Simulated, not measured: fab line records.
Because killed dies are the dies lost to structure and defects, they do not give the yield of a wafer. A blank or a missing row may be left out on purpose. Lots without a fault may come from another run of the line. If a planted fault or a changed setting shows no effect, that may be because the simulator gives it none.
Chamber matching | flow n5-finfet | cmp-02 running N5_BEOL_M5_CMP_52: 4 sister chambers
The step polishes, stops on SiCOH lowk, t overpolish 6.9 s, target thk 62 nm. 4 wafers are shown with their chamber, then 10 later ones without.

== WAFERS, EACH WITH ITS CHAMBER ==
wafer  | chamber | motor-current-A (A)
L079.5 | 3       | 5.2
L084.3 | 2       | 6.6
L084.5 | 1       | 6.6
L087.5 | 0       | 6.2

== WAFERS WITHOUT THEIR CHAMBER ==
wafer  | motor-current-A (A)
L087.6 | 5.4
L090.4 | 6.5
L090.5 | 6.5
L090.6 | 6.2
L094.1 | 6.4
L094.4 | 6.3
L094.5 | 6.5
L095.2 | 6.7
L095.5 | 6.8
L095.6 | 6.6

== CHAMBER TAKEN BY EACH ==
wafer  | from the rows above          | in truth
L087.6 | 3                            | 3
L090.4 | can't be placed: 1 or 2 or 0 | 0
L090.5 | can't be placed: 1 or 2 or 0 | 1
L090.6 | 0                            | 0
L094.1 | can't be placed: 1 or 2 or 0 | 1
L094.4 | can't be placed: 0 or 1 or 2 | 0
L094.5 | can't be placed: 1 or 2 or 0 | 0
L095.2 | can't be placed: 1 or 2      | 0
L095.5 | can't be placed: 1 or 2      | 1
L095.6 | can't be placed: 1 or 2      | 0
Correct placement for 2 of the 10. Can't be placed from these rows: 8 (the true chamber is among the candidates in 6). 0 placed wrongly.
How it was worked out, from the rows above alone: a wafer's distance from a chamber is the root of the sum, over the readings, of the square of ((its reading less the chamber's mean) divided by the reading's scatter). The wafer belongs to the nearest chamber; if the next one is less than 2 further off, it can't be placed. A chamber's mean is the mean of its shown wafers. The scatter: root of mean squared gap, hidden wafer to nearest shown wafer, with one shown wafer a chamber.
